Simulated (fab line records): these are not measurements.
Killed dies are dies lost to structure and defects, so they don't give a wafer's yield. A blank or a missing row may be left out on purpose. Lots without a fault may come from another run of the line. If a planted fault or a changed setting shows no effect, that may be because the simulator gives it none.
Matching of chambers ; flow nand_harc ; NHARC_P_STI_ETCH_15 on rie_si-02: 4 sister chambers
The step etches the open film in HBr/Cl2, target depth 300 nm, time 100.1 s. 4 wafers are shown with their chamber, then 12 later ones without.

WAFERS PAIRED WITH THEIR CHAMBERS
wafer;chamber;drypump_motor_current_A (A)
L085.5;1;6.5
L087.3;0;4.8
L090.5;2;6.2
L090.6;3;5.5

WAFERS WITHOUT THEIR CHAMBER
wafer;drypump_motor_current_A (A)
L092.1;6.5
L092.2;5.5
L092.4;4.8
L093.3;6.6
L093.5;6.6
L093.6;6.2
L094.2;6.2
L094.3;6.5
L094.6;4.8
L096.2;6.5
L096.3;5.5
L096.6;5.5

THE CHAMBER EACH PASSED THROUGH
wafer;from the rows above;in truth
L092.1;1;1
L092.2;3;3
L092.4;0;0
L093.3;1;1
L093.5;1;1
L093.6;2;2
L094.2;2;2
L094.3;1;1
L094.6;0;0
L096.2;1;1
L096.3;3;3
L096.6;3;3
Placed correctly: 12 of 12. Can't be placed from these rows: 0. Wrongly placed: 0.
How it was worked out, from the rows above alone: a wafer's distance from a chamber is the root of the sum, over the readings, of the square of ((its reading less the chamber's mean) divided by the reading's scatter). The wafer belongs to the nearest chamber; if the next one is less than 2 further off, it can't be placed. For every chamber, the mean is computed from those of its wafers that are shown. The scatter: root of mean squared gap, hidden wafer to nearest shown wafer, with one shown wafer a chamber.
